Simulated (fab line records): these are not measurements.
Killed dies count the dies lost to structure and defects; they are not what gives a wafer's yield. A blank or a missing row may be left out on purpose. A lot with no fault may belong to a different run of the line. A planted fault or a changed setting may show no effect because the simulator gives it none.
A struck lot beside a sound one :: flow n5-finfet :: 37 out of 1938 route steps
Sound: the wafers L113.2, L113.3, L113.5. Wafers struck: L128.2, L128.4, L128.5. Last of all comes the cause.
Per side, at each step with rows, come the tool, then ch with its chambers, and then its first start. Under that, the readings that differ: sound wafers :: struck wafers :: difference of the means :: sigmas: that difference in standard deviations of wafers without a fault.
alike: same words and numbers on both sides, and readings whose means sit less than 2 such deviations apart. not compared: any withheld reading, any reading some wafer has no value for, any bound like >300 that may hide the same value, and any number with overlapping values for which the record gives no deviation.
Wherever a step has rows on one side only, a row that says differs or no value, or a row with sigmas, the two part there. Numbers that don't overlap but have no deviation are shown without sigmas and don't part them. Lack of a reading on every wafer of one side parts them only where that side has two or more wafers.

first, 9 steps without rows for these wafers: N5_SDB_EXPOSE_08 (exposes mask SDB); N5_SDB_PEB_09 (peb time 60 s); N5_SDB_DEVELOP_10 (develop time 30 s); N5_SDB_DESCUM_16 (chemistry O2, time 7.9 s); N5_SDB_ETCH_17 (etches SiARC in CF4, target depth 23.4 nm, time 39 s); N5_SDB_ETCH_18 (etches SOC in N2/H2, target depth 100 nm, overetch 20 nm, time 150 s); N5_SDB_STRIP_19 (strips in N2/H2); N5_SDB_STRIP_21 (strips in CF4); N5_SDB_HM_OPEN_20 (chemistry CH3F/O2, target SiNx, stops on poly-Si, target depth 24 nm).
N5_SDB_STRIP_22: strips in N2/H2.
  sound on plasma-asher-02 ch 0,1, day 4 08:51; struck on plasma-asher-02 ch 0, day 8 01:40
  alike: drypump-motor-current-A, heater-power-w, oes-product-au, strip-time-to-endpoint-s
  not compared: rf-hours-counter-h
then, 26 steps without rows for these wafers: N5_SDB_PRECLEAN_23 (cleans in dHF, time 30 s); N5_SDB_DUMMY_REMOVE_24 (chemistry TMAH, target poly-Si, stops on SiO2, target depth 142 nm, time 57 s, rinse time 30 s); N5_SDB_ETCH_25 (etches SiO2 in C4F6/O2, target depth 10 nm, time 3.3 s); N5_SDB_CUT_ETCH_26 (etches Si in HBr/Cl2/O2, target depth 129.6 nm, bt time 20 s, time 51.8 s); N5_SDB_PRECLEAN_38 (cleans in dHF, time 10 s); N5_SDB_PRECLEAN_39 (cleans in O3/DIW, time 45 s); N5_SDB_SRD_28 (time 30 s); N5_SDB_ALD_29 (deposits SiNx, target thk 30 nm, pulse time 1 s, ald cycles 600); N5_SDB_CMP_30 (polishes, stops on poly-Si, t overpolish 1.54 s, target thk 30 nm); N5_DUMMY_REMOVAL_HM_STRIP_01 (strips SiNx in CH3F/O2, stops on poly-Si, target depth 4 nm, time 6.8 s); N5_DUMMY_REMOVAL_STRIP_10 (strips in N2/H2, time 40 s); N5_DUMMY_REMOVAL_PRECLEAN_07 (cleans in dHF, time 30 s); N5_DUMMY_REMOVAL_DUMMY_REMOVE_02 (chemistry TMAH, target poly-Si, stops on SiO2, target depth 142 nm, time 57 s, rinse time 30 s); N5_DUMMY_REMOVAL_PRECLEAN_08 (cleans in NF3:NH3, afs cycles 2, time 20 s, sublimation time 60 s); N5_DUMMY_REMOVAL_PRECLEAN_04 (cleans in DHF, time 37 s); N5_DUMMY_REMOVAL_SRD_05 (time 30 s); N5_HKMG_FIN_IL_REGROW_00 (material SiO2, chemistry O3, target thk 0.75 nm, time 30 s); N5_HKMG_FIN_HK_ALD_01 (deposits HfO2, target thk 1.6 nm, pulse time 3 s, purge time 3 s); N5_HKMG_FIN_HK_ANNEAL_02 (time 30 s); N5_HKMG_FIN_ALD_74 (deposits La2O3, target thk 0.5 nm, pulse time 6 s, co reactant pulse time 1 s); N5_HKMG_FIN_ALD_75 (deposits Al2O3, target thk 1 nm, co reactant pulse time 1 s); N5_HKMG_FIN_COAT_41 (time 60 s, resist thk 300 nm); N5_HKMG_FIN_COAT_42 (time 60 s, resist thk 35 nm); N5_HKMG_FIN_COAT_43 (resist thk 90 nm); N5_HKMG_FIN_EBR_45; N5_HKMG_FIN_SOFTBAKE_44 (time 60 s).
-- record jumps: 9 days separate the struck wafers' starts on either side; left off in module HKMG_FIN, taken up again in module PASSIVATION, whose first shown step is the route's number 1936 --
N5_PASSIVATION_PROBE_49:
  sound on prober-01, day 13 04:41; struck on prober-02, day 17 01:45
reading: defect-limited-yield (%)
sound: 88.2 89.8 92.2
struck: 77.0 79.0
difference: -12.1
sigmas: -9

reading: killed-at-front-end
sound: 51 62 32
struck: 205 188
difference: +148
sigmas: +13

reading: killed-dies
sound: 139 120 92
struck: 271 248
difference: +142
sigmas: +8

reading: sort_bin_5_function (%)
sound: 6.6 5.6 4.5
struck: 13.1 12.7
difference: +7.3
sigmas: +7

reading: sort-n-pass
sound: 1041 1060 1088
struck: 909 932
difference: -142
sigmas: -8

reading: sort-yield-pct (%)
sound: 88.2 89.8 92.2
struck: 77.0 79.0
difference: -12.1
sigmas: -9
  alike: killed_at_M0_to_M3, killed_at_M4_up, killed-at-contacts, killed-at-other, killed-open, killed-short, sort_bin_6_memory, sort_bin_8_speed

== WHERE THEY PART ==
Only at N5_PASSIVATION_PROBE_49, within this record.

WHY: what had been put in by the simulator
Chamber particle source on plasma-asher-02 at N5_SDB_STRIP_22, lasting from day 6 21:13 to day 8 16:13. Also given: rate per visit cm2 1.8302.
